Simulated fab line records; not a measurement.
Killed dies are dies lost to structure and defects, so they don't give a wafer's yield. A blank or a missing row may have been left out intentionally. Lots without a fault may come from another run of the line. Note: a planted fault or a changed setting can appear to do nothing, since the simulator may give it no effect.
fab line records	flow nand_harc	part 1 of 2: steps 1 to 20 of 35
record: lots: 5	wafers: 15	last_day: 33
route steps=1302 shown P_CONTACT@229 P_M0@253
lots with no fault: from the same line, run without faults
start_h: hours from the record's first day to the start of the lot's first wafer shown	wait_h: hours elapsed since this lot's preceding step	" identical to the entry in the row above	L1.1+2: a row that stands for several wafers	- no value, or no start was given	* or withheld: withheld	< > ~ a bound
route shown NAME@n: a module of which the file shows steps, and the number in the route of the first	usual: average and standard deviation across the fault-free wafers	same: alike in all rows	chamber/n: place in a boat	sites: per-site readings	_std_site: standard deviation across them	_edge_site: mean of outer sites minus mean of inner sites	radius_mm: for every site, how far away it sits from the centre of the wafer	mask NAME#n: copy n	behind: the tool/chamber that last shaped the wafer	hold: the reason the lot was held/the length of the hold in hours/how it ended	device: which transistor (n, p or np) failed to switch	end of line: the tests these same wafers got at the end of their route	a step with no rows: only its recipe	killed: not the wafer's yield, but the dies lost to structure and defects at the first sort	map: per-die view of a wafer (x killed, . not killed, _ where there is no die)
set.NAME: setting as actually run; set.NAME@STEP: the setting as run at that earlier step	model.NAME: the simulator's own value behind a step, which no gauge read
lots at some steps of the route; a table a step, a row a wafer
services: the hour from which a tool's chamber was out of use, counted from the record's first day as start_h (under 0 if before that day), plus the number of hours and why
== steps ==
step: NHARC_P_CONTACT_EXPOSE_09
recipe: na: 1.35	target_cd_nm: 90	dose_mj: 81.26	mask_id: P_CA
lot.wafer	tool	chamber	start_h	wait_h	mask
L074.3+4+5	arfi_scanner-02	0	123.51	-	P_CA#0
L084.1+2+4	arfi_scanner-03	0	219.59	-	P_CA#0
L085.1+2+4	arfi_scanner-02	0	222.47	-	P_CA#0
L095.2+3+6	arfi_scanner-01	0	327.38	-	P_CA#0
L096.2+5+6	arfi_scanner-02	0	331.52	-	P_CA#0
step: NHARC_P_CONTACT_PEB_10
recipe: peb_temp_c: 100	peb_time_s: 65
same: peb_time_s: 65
lot.wafer	tool	chamber	start_h	wait_h
L074.3+4+5	litho_track-04	0	123.56	0.0
L084.1+2+4	litho_track-01	0	219.65	0.1
L085.1+2+4	litho_track-06	0	222.53	0.1
L095.2+3+6	litho_track-04	0	327.44	0.1
L096.2+5+6	litho_track-04	0	331.57	0.1
step: NHARC_P_CONTACT_DEVELOP_11
recipe: develop_time_s: 35	dev_temp_c: 23
lot.wafer	tool	chamber	start_h	wait_h
L074.3+4+5	litho_track-04	0	-	-
L084.1+2+4	litho_track-01	0	-	-
L085.1+2+4	litho_track-06	0	-	-
L095.2+3+6	litho_track-04	0	-	-
L096.2+5+6	litho_track-04	0	-	-
step: NHARC_P_CONTACT_CD_MEAS_12
recipe: target_cd_nm: 90	landing_energy_ev: 500
usual: cd_nm: 90.0/0.6
lot.wafer	tool	chamber	start_h	wait_h	cd_nm
L074.3	cd_sem-01	0	123.64	-	90.7
L074.4	"	0	"	"	89.5
L074.5	"	0	"	"	90.1
L084.1	cd_sem-02	0	219.73	-	89.8
L084.2	"	0	"	"	90.4
L084.4	"	0	"	"	90.7
L085.1	cd_sem-02	0	222.61	-	89.4
L085.2	"	0	"	"	90.2
L085.4	"	0	"	"	89.4
L095.2	cd_sem-03	0	327.52	-	89.6
L095.3	"	0	"	"	89.7
L095.6	"	0	"	"	89.0
L096.2	cd_sem-02	0	331.65	-	90.4
L096.5	"	0	"	"	89.6
L096.6	"	0	"	"	89.9
step: NHARC_P_CONTACT_OVL_MEAS_13
usual: overlay_x_nm: 0.0/0.69	overlay_y_nm: -0.2/0.85
lot.wafer	tool	chamber	start_h	wait_h	overlay_x_nm	overlay_y_nm
L074.3	overlay-01	-	123.73	-	0.1	-0.9
L074.4	"	-	"	"	0.8	-1.0
L074.5	"	-	"	"	0.1	-0.9
L084.1	overlay-02	-	219.82	-	-0.1	0.1
L084.2	"	-	"	"	0.4	-0.1
L084.4	"	-	"	"	0.5	-0.2
L085.1	overlay-02	-	222.70	-	-0.1	0.1
L085.2	"	-	"	"	-0.1	0.3
L085.4	"	-	"	"	-0.5	0.0
L095.2	overlay-01	-	327.60	-	0.1	-1.0
L095.3	"	-	"	"	-0.6	-0.2
L095.6	"	-	"	"	-0.5	-0.5
L096.2	overlay-02	-	331.74	-	-0.2	0.0
L096.5	"	-	"	"	0.1	0.0
L096.6	"	-	"	"	0.2	0.0
step: NHARC_P_CONTACT_INSPECT_14
usual: raw_defect_count: 4.2/2.1
lot.wafer	tool	chamber	start_h	wait_h	raw_defect_count
L074.3	defect_inspect-01	-	123.77	0.0	3
L074.4	"	-	"	"	5
L074.5	"	-	"	"	5
L084.1	defect_inspect-01	-	219.86	0.0	3
L084.2	"	-	"	"	3
L084.4	"	-	"	"	2
L085.1	defect_inspect-02	-	222.74	0.0	4
L085.2	"	-	"	"	5
L085.4	"	-	"	"	7
L095.2	defect_inspect-01	-	327.64	0.0	3
L095.3	"	-	"	"	6
L095.6	"	-	"	"	5
L096.2	defect_inspect-01	-	331.78	0.0	7
L096.5	"	-	"	"	4
L096.6	"	-	"	"	6
step: NHARC_P_CONTACT_DESCUM_17
recipe: time_s: 3	o2_flow_sccm: 200	ar_flow_sccm: 0	bias_power_w: 0	chemistry: O2
usual: chamber_pressure_mTorr: 60.00/0.053	drypump_motor_current_A: 5.87/0.29	oes_product_au: 0.997/0.012	rf_vpp_V: 57.8/0.97	showerhead_plenum_p_Torr: 1.92/0.084	throttle_valve_pct: 11.312/0.0094
lot.wafer	tool	chamber	start_h	wait_h	chamber_pressure_mTorr	drypump_motor_current_A	oes_product_au	rf_hours_counter_h	rf_vpp_V	showerhead_plenum_p_Torr	throttle_valve_pct
L074.4	rie_diel-10	3	123.83	0.1	60.01	6.05	1.000	1.4	57.7	1.87	11.311
L074.3	"	2	"	"	59.97	5.91	0.975	1.4	57.6	1.84	11.306
L074.5	"	0	"	"	60.05	5.76	0.988	-	59.1	2.01	11.316
L084.1	rie_diel-08	3	219.92	0.1	59.87	6.23	0.994	0.2	58.0	1.98	11.315
L084.2	"	0	"	"	60.04	6.28	1.013	0.4	57.2	1.95	11.330
L084.4	"	1	"	"	60.00	6.04	0.981	0.4	56.9	1.85	11.299
L085.2	rie_diel-08	2	222.81	0.1	60.02	5.09	0.994	0.7	59.1	1.93	11.300
L085.4	"	3	"	"	59.94	6.23	0.994	0.6	57.9	1.98	11.306
L085.1	"	0	"	"	59.98	6.26	1.002	0.7	57.9	1.95	11.321
L095.2	rie_diel-10	0	327.72	0.1	60.00	5.74	0.985	3.0	58.2	2.00	11.337
L095.3	"	1	"	"	59.97	5.82	1.009	3.8	58.6	2.07	11.318
L095.6	"	2	"	"	60.06	5.93	1.011	-	57.7	1.84	11.306
L096.2	rie_diel-10	2	331.85	0.1	59.97	5.91	1.007	3.5	60.1	1.84	11.303
L096.5	"	1	"	"	60.03	5.80	0.985	-	58.7	2.07	11.315
L096.6	"	2	"	"	59.93	5.94	0.999	-	57.2	1.84	11.322
step: NHARC_P_CONTACT_ETCH_35
recipe: target_depth_a: 390	over_etch_frac: 0.3	time_s: 65	ion_energy_ev: 80	cf4_flow_sccm: 150	ar_flow_sccm: 0	rf_w: 300	bias_w: 100	chemistry: CF4
usual: chamber_pressure_mTorr: 50.00/0.045	drypump_motor_current_A: 5.85/0.29	oes_product_au: 0.997/0.011	rf_fwd_power_W: 297.2/1.1	rf_vpp_V: 151.4/1.3	showerhead_plenum_p_Torr: 1.77/0.072	throttle_valve_pct: 13.283/0.0083
lot.wafer	tool	chamber	start_h	wait_h	chamber_pressure_mTorr	drypump_motor_current_A	oes_product_au	rf_fwd_power_W	rf_hours_counter_h	rf_vpp_V	showerhead_plenum_p_Torr	throttle_valve_pct
L074.3	rie_diel-10	1	123.92	0.1	50.03	5.79	1.007	297.4	1.2	151.4	1.90	13.282
L074.4	"	2	"	"	50.03	5.90	0.979	295.4	1.4	151.4	1.71	13.267
L074.5	"	1	"	"	49.99	5.75	1.007	297.6	-	152.6	1.90	13.278
L084.2	rie_diel-08	0	220.00	0.1	50.03	6.30	1.020	295.7	0.4	149.8	1.80	13.285
L084.4	"	1	"	"	49.96	6.07	0.987	295.5	0.4	149.3	1.72	13.286
L084.1	"	2	"	"	50.09	5.10	0.995	296.1	0.4	150.5	1.78	13.284
L085.2	rie_diel-08	0	222.89	0.1	50.02	6.26	0.999	295.5	0.7	152.2	1.80	13.285
L085.1	"	1	"	"	50.06	6.05	0.979	294.8	0.7	149.9	1.72	13.285
L085.4	"	2	"	"	50.02	5.08	0.999	296.5	0.7	150.9	1.78	13.281
L095.3	rie_diel-10	2	327.79	0.1	50.01	5.92	1.014	296.9	3.1	151.3	1.70	13.269
L095.2	"	0	"	"	50.05	5.78	0.983	297.0	3.0	153.2	1.85	13.283
L095.6	"	2	"	"	50.02	5.92	1.011	296.8	-	150.3	1.70	13.295
L096.2	rie_diel-10	0	331.94	0.1	50.00	5.79	0.985	298.2	3.2	151.7	1.85	13.282
L096.5	"	2	"	"	49.95	5.93	1.010	296.8	-	150.3	1.70	13.296
L096.6	"	3	"	"	50.03	6.02	1.016	298.7	-	152.4	1.73	13.288
step: NHARC_P_CONTACT_ETCH_36
recipe: target_depth_a: 2600	over_etch_frac: 0.25	time_s: 406.25	ion_energy_ev: 200	n2_flow_sccm: 150	h2_flow_sccm: 150	ar_flow_sccm: 0	rf_w: 400	bias_w: 150	chemistry: N2/H2
usual: chamber_pressure_mTorr: 29.999/0.026	drypump_motor_current_A: 5.90/0.28	oes_product_au: 0.998/0.011	rf_fwd_power_W: 399.3/1.3	rf_vpp_V: 430.7/2.7	showerhead_plenum_p_Torr: 2.05/0.092	throttle_valve_pct: 14.171/0.0093
lot.wafer	tool	chamber	start_h	wait_h	chamber_pressure_mTorr	drypump_motor_current_A	oes_product_au	rf_fwd_power_W	rf_hours_counter_h	rf_vpp_V	showerhead_plenum_p_Torr	throttle_valve_pct
L074.3	rie_diel-10	2	-	-	30.042	5.92	0.977	398.6	1.5	428.7	1.96	14.186
L074.4	"	0	"	"	29.988	5.79	0.997	398.8	1.3	433.6	2.14	14.157
L074.5	"	1	"	"	29.967	5.78	1.003	401.1	-	436.1	2.21	14.191
L084.2	rie_diel-08	3	-	-	29.997	6.23	0.990	399.8	0.3	431.4	2.11	14.165
L084.1	"	0	"	"	30.015	6.27	0.995	401.1	0.5	431.3	2.08	14.167
L084.4	"	1	"	"	29.988	6.06	0.977	399.6	0.5	427.7	1.97	14.158
L085.4	rie_diel-08	1	-	-	29.969	6.09	0.976	397.5	0.7	429.9	1.97	14.181
L085.2	"	2	"	"	29.950	5.11	0.994	398.8	0.8	430.5	2.06	14.179
L085.1	"	3	"	"	29.979	6.23	0.989	399.3	0.7	432.7	2.11	14.165
L095.3	rie_diel-10	3	-	-	29.981	6.04	1.006	398.0	3.2	429.1	1.99	14.156
L095.2	"	1	"	"	29.973	5.78	1.013	401.8	3.8	436.0	2.21	14.162
L095.6	"	2	"	"	30.013	5.91	1.012	399.6	-	426.2	1.96	14.169
L096.2	rie_diel-10	0	-	-	30.025	5.73	0.986	399.4	3.3	432.3	2.14	14.191
L096.6	"	2	"	"	29.999	5.95	1.012	397.9	-	427.9	1.96	14.176
L096.5	"	3	"	"	30.004	6.04	1.011	399.0	-	428.4	1.99	14.181
step: NHARC_P_CONTACT_ETCH_18
recipe: target_depth_a: 4810	time_s: 240.5	c4f8_flow_sccm: 20	o2_flow_sccm: 10	ar_flow_sccm: withheld	rf_w: 600	bias_w: 1500	chemistry: C4F8/O2/Ar
usual: chamber_pressure_mTorr: 24.999/0.021	oes_product_au: 0.951/0.021	rf_fwd_power_W: 598.3/1.8	rf_vpp_V: 978/5.5
lot.wafer	tool	chamber	start_h	wait_h	chamber_pressure_mTorr	oes_product_au	rf_fwd_power_W	rf_hours_counter_h	rf_vpp_V
L074.3	rie_diel-10	3	-	-	24.991	0.928	596.2	1.6	975
L074.4	"	0	"	"	24.969	0.926	601.0	1.4	985
L074.5	"	2	"	"	24.986	0.899	601.2	-	973
L084.1	rie_diel-08	2	-	-	25.001	0.957	596.8	0.6	980
L084.4	"	3	"	"	24.975	0.960	595.8	0.5	983
L084.2	"	0	"	"	24.979	0.974	599.5	0.7	981
L085.4	rie_diel-08	2	-	-	25.002	0.953	595.3	0.9	978
L085.1	"	3	"	"	25.015	0.954	600.3	0.8	983
L085.2	"	1	"	"	25.002	0.945	596.5	1.0	973
L095.3	rie_diel-10	2	-	-	24.997	0.930	596.5	3.4	973
L095.2	"	1	"	"	25.019	0.928	594.2	3.9	989
L095.6	"	2	"	"	25.009	0.945	598.6	-	973
L096.2	rie_diel-10	2	-	-	25.030	0.967	600.5	3.8	973
L096.6	"	2	"	"	24.973	0.961	597.7	-	972
L096.5	"	3	"	"	25.018	0.979	598.7	-	975
step: NHARC_P_CONTACT_STRIP_37
recipe: c4f8_flow_sccm: withheld	o2_flow_sccm: 8	ar_flow_sccm: withheld	bias_w: 0	chemistry: C4F8/O2/Ar
lot.wafer	tool	chamber	start_h	wait_h
L074.3+4+5	rie_diel-10	3,1,3	-	-
L084.4+1+2	rie_diel-08	0,1,2	-	-
L085.4+1+2	rie_diel-08	3,1,2	-	-
L095.3+2+6	rie_diel-10	3,0,2	-	-
L096.2+5+6	rie_diel-10	1,1,2	-	-
step: NHARC_P_CONTACT_ETCH_31
recipe: target_depth_a: 300	time_s: 85.7	ion_energy_ev: 120	over_etch_frac: 1	ch3f_flow_sccm: 50	o2_flow_sccm: 30	ar_flow_sccm: 200	rf_w: 500	bias_w: 100	chemistry: CH3F/O2
usual: chamber_pressure_mTorr: 25.002/0.02	drypump_motor_current_A: 5.87/0.29	oes_product_au: 0.971/0.018	rf_fwd_power_W: 496.3/1.5	rf_vpp_V: 244.4/1.6	showerhead_plenum_p_Torr: 2.46/0.1	throttle_valve_pct: 20.663/0.009
lot.wafer	tool	chamber	start_h	wait_h	chamber_pressure_mTorr	drypump_motor_current_A	oes_product_au	rf_fwd_power_W	rf_hours_counter_h	rf_vpp_V	showerhead_plenum_p_Torr	throttle_valve_pct
L074.3	rie_diel-10	1	-	-	24.996	5.79	0.950	497.7	1.5	246.5	2.65	20.676
L074.4	"	2	"	"	24.980	5.94	0.942	496.7	1.8	242.6	2.37	20.670
L074.5	"	1	"	"	24.953	5.81	0.949	499.1	-	247.9	2.65	20.650
L084.4	rie_diel-08	3	-	-	24.966	6.22	0.958	495.7	0.6	245.9	2.54	20.649
L084.1	"	1	"	"	24.998	6.09	0.963	494.1	0.7	244.1	2.38	20.680
L084.2	"	2	"	"	25.009	5.08	0.983	496.4	0.7	244.5	2.48	20.687
L085.1	rie_diel-08	2	-	-	25.001	5.10	0.968	492.2	1.0	244.5	2.48	20.655
L085.4	"	3	"	"	24.983	6.23	0.993	492.9	0.9	246.5	2.54	20.660
L085.2	"	0	"	"	24.981	6.28	1.006	492.8	1.1	245.8	2.50	20.673
L095.2	rie_diel-10	3	-	-	24.996	6.04	0.977	496.8	3.5	242.1	2.40	20.668
L095.3	"	1	"	"	25.045	5.81	0.949	497.0	4.0	246.2	2.65	20.667
L095.6	"	0	"	"	25.018	5.77	0.936	498.0	-	246.8	2.57	20.654
L096.2	rie_diel-10	1	-	-	25.035	5.84	0.958	496.6	4.2	246.0	2.65	20.664
L096.6	"	2	"	"	24.985	5.91	0.979	496.1	-	242.5	2.36	20.671
L096.5	"	3	"	"	25.018	6.04	1.005	495.4	-	243.6	2.40	20.658
step: NHARC_P_CONTACT_CD_MEAS_19
usual: cd_nm: 89.7/1.6
lot.wafer	tool	chamber	start_h	wait_h	cd_nm
L074.3	cd_sem-03	-	124.70	-	88.3
L074.4	"	-	"	"	87.5
L074.5	"	-	"	"	88.9
L084.1	cd_sem-01	-	220.79	-	90.9
L084.2	"	-	"	"	90.6
L084.4	"	-	"	"	92.9
L085.1	cd_sem-02	-	223.67	-	93.7
L085.2	"	-	"	"	89.4
L085.4	"	-	"	"	93.2
L095.2	cd_sem-02	-	328.57	-	89.7
L095.3	"	-	"	"	89.9
L095.6	"	-	"	"	90.0
L096.2	cd_sem-01	-	332.71	-	87.5
L096.5	"	-	"	"	89.7
L096.6	"	-	"	"	88.7
step: NHARC_P_CONTACT_STRIP_28
recipe: o2_flow_sccm: 500	ar_flow_sccm: 0	bias_w: 0	chemistry: O2
usual: chamber_pressure_mTorr: 60.00/0.056	drypump_motor_current_A: 5.8/0.35	oes_product_au: 0.996/0.01	rf_vpp_V: 57.7/0.88	showerhead_plenum_p_Torr: 3.51/0.13	throttle_valve_pct: 17.037/0.0086
lot.wafer	tool	chamber	start_h	wait_h	chamber_pressure_mTorr	drypump_motor_current_A	oes_product_au	rf_hours_counter_h	rf_vpp_V	showerhead_plenum_p_Torr	throttle_valve_pct
L074.4	rie_diel-08	0	124.77	0.1	59.96	6.3	1.001	2.4	58.0	3.59	17.037
L074.3	"	3	"	"	59.98	6.2	0.995	1.3	57.6	3.65	17.038
L074.5	"	1	"	"	60.01	6.1	0.991	-	57.7	3.43	17.024
L084.4	rie_diel-05	2	220.88	0.1	60.01	6.2	1.000	10.3	57.1	3.59	17.040
L084.2	"	3	"	"	60.05	5.9	1.007	10.6	56.2	3.38	17.035
L084.1	"	0	"	"	59.93	5.4	0.985	9.3	57.4	3.32	17.041
L085.4	rie_diel-10	0	223.74	0.1	60.03	5.8	0.987	3.0	58.1	3.69	17.042
L085.2	"	1	"	"	60.00	5.8	1.009	3.7	59.3	3.79	17.041
L085.1	"	2	"	"	59.92	5.9	0.978	4.0	57.9	3.40	17.049
L095.2	rie_diel-05	2	328.68	0.1	60.03	6.2	0.997	5.8	57.3	3.58	17.039
L095.3	"	3	"	"	60.05	6.0	0.978	5.8	56.9	3.38	17.029
L095.6	"	0	"	"	60.03	5.4	0.994	-	56.4	3.31	17.032
L096.2	rie_diel-08	0	332.83	0.1	60.02	6.3	1.000	3.2	57.6	3.58	17.036
L096.5	"	1	"	"	60.09	6.1	0.968	-	57.8	3.42	17.049
L096.6	"	2	"	"	59.90	5.1	1.011	-	58.9	3.56	17.038
step: NHARC_P_CONTACT_STRIP_29
recipe: time_s: 1200	temp_c: 72.5	chemistry: post_etch_residue_remover
usual: bath_heat_duty_pct: 14.2/1.7
lot.wafer	tool	chamber	start_h	wait_h	bath_heat_duty_pct
L074.3	wet_bench-02	5	124.96	-	15.7
L074.5	"	6	"	"	17.9
L074.4	"	1	"	"	14.1
L084.1	wet_bench-07	1	221.07	-	14.8
L084.2	"	3	"	"	14.1
L084.4	"	4	"	"	17.8
L085.2	wet_bench-07	7	223.93	-	15.2
L085.1	"	1	"	"	15.3
L085.4	"	3	"	"	13.4
L095.6	wet_bench-02	5	328.85	-	15.7
L095.3	"	7	"	"	12.5
L095.2	"	0	"	"	14.7
L096.6	wet_bench-06	6	332.98	-	13.2
L096.5	"	7	"	"	11.3
L096.2	"	0	"	"	16.2
step: NHARC_P_CONTACT_DEGAS_38
recipe: temp_c: 300	time_s: 60
usual: heater_power_w: 494/60
lot.wafer	tool	chamber	start_h	wait_h	heater_power_w
L074.3	pvd_sputter-02	-	125.42	-	413
L074.4	"	-	"	"	485
L074.5	"	-	"	"	448
L084.2	pvd_sputter-03	-	221.51	-	466
L084.4	"	-	"	"	489
L084.1	"	-	"	"	401
L085.1	pvd_sputter-01	-	224.38	-	500
L085.2	"	-	"	"	505
L085.4	"	-	"	"	581
L095.3	pvd_sputter-03	-	329.29	-	393
L095.2	"	-	"	"	485
L095.6	"	-	"	"	411
L096.2	pvd_sputter-01	-	333.42	-	607
L096.5	"	-	"	"	613
L096.6	"	-	"	"	502
step: NHARC_P_CONTACT_PRE_CLEAN_39
recipe: time_s: 19.5	bias_v: 250	gas: Ar
lot.wafer	tool	chamber	start_h	wait_h
L074.3+4+5	pvd_sputter-02	-	-	-
L084.2+1+4	pvd_sputter-03	-	-	-
L085.4+2+1	pvd_sputter-01	-	-	-
L095.2+3+6	pvd_sputter-03	-	-	-
L096.2+5+6	pvd_sputter-01	-	-	-
step: NHARC_P_CONTACT_PVD_32
recipe: target_thk_a: 50	chamber_pressure_pa: 5	power_w: 5000	substrate_temp_c: 200	time_s: 17.7	material: Ti
usual: throttle_valve_pct: 30.0/1
lot.wafer	tool	chamber	start_h	wait_h	throttle_valve_pct
L074.4	pvd_sputter-02	-	-	-	30.0
L074.3	"	-	"	"	30.7
L074.5	"	-	"	"	30.5
L084.1	pvd_sputter-03	-	-	-	30.7
L084.4	"	-	"	"	29.0
L084.2	"	-	"	"	28.6
L085.2	pvd_sputter-01	-	-	-	29.0
L085.4	"	-	"	"	30.6
L085.1	"	-	"	"	29.7
L095.3	pvd_sputter-03	-	-	-	29.1
L095.2	"	-	"	"	28.4
L095.6	"	-	"	"	29.1
L096.2	pvd_sputter-01	-	-	-	30.2
L096.5	"	-	"	"	28.0
L096.6	"	-	"	"	31.5
step: NHARC_P_CONTACT_ALD_22
recipe: target_thk_a: 30	pulse_time_s: 1	ald_cycles: 150	temp_c: 450	material: TiN
usual: heater_power_w: 1074/78	precursor_pulse_height_rel: 1.000/0.019
lot.wafer	tool	chamber	start_h	wait_h	heater_power_w	precursor_pulse_height_rel
L074.4	ald_metal-02	2	125.66	-	1087	0.994
L074.3	"	3	"	"	1040	1.014
L074.5	"	3	"	"	1043	1.037
L084.2	ald_metal-02	0	221.74	-	1209	0.990
L084.4	"	1	"	"	1148	1.015
L084.1	"	2	"	"	1131	0.978
L085.4	ald_metal-04	1	224.64	-	1050	0.977
L085.1	"	2	"	"	1135	0.983
L085.2	"	3	"	"	1068	1.024
L095.2	ald_metal-02	1	329.57	-	1183	0.989
L095.3	"	3	"	"	1039	1.014
L095.6	"	0	"	"	1262	1.018
L096.2	ald_metal-03	2	333.68	-	1093	1.011
L096.6	"	1	"	"	947	0.996
L096.5	"	2	"	"	1092	0.981
step: NHARC_P_CONTACT_CVD_23
recipe: target_thk_a: 2000	temp_c: 300	pressure_torr: 40	wf6_flow_sccm: 40	h2_flow_sccm: 1600	ar_flow_sccm: 1560	time_s: 557	material: W
usual: heater_power_w: 492/32	mfc_wf6_sccm: 40.01/0.14	throttle_valve_pct: 8.1/0.31
lot.wafer	tool	chamber	start_h	wait_h	heater_power_w	mfc_wf6_sccm	throttle_valve_pct
L074.3	cvd_w-02	1	-	-	523	40.24	7.6
L074.4	"	0	"	"	496	39.98	7.8
L074.5	"	0	"	"	475	39.99	8.0
L084.2	cvd_w-02	0	-	-	492	40.00	7.9
L084.1	"	1	"	"	517	39.73	8.0
L084.4	"	0	"	"	487	39.95	7.9
L085.1	cvd_w-01	1	-	-	515	40.03	8.3
L085.2	"	0	"	"	443	40.03	8.0
L085.4	"	1	"	"	525	40.13	8.4
L095.2	cvd_w-02	0	-	-	486	39.87	8.0
L095.3	"	0	"	"	489	40.07	7.9
L095.6	"	1	"	"	531	40.08	7.7
L096.2	cvd_w-01	1	-	-	521	39.98	8.6
L096.6	"	1	"	"	519	39.94	8.4
L096.5	"	0	"	"	439	39.86	7.9
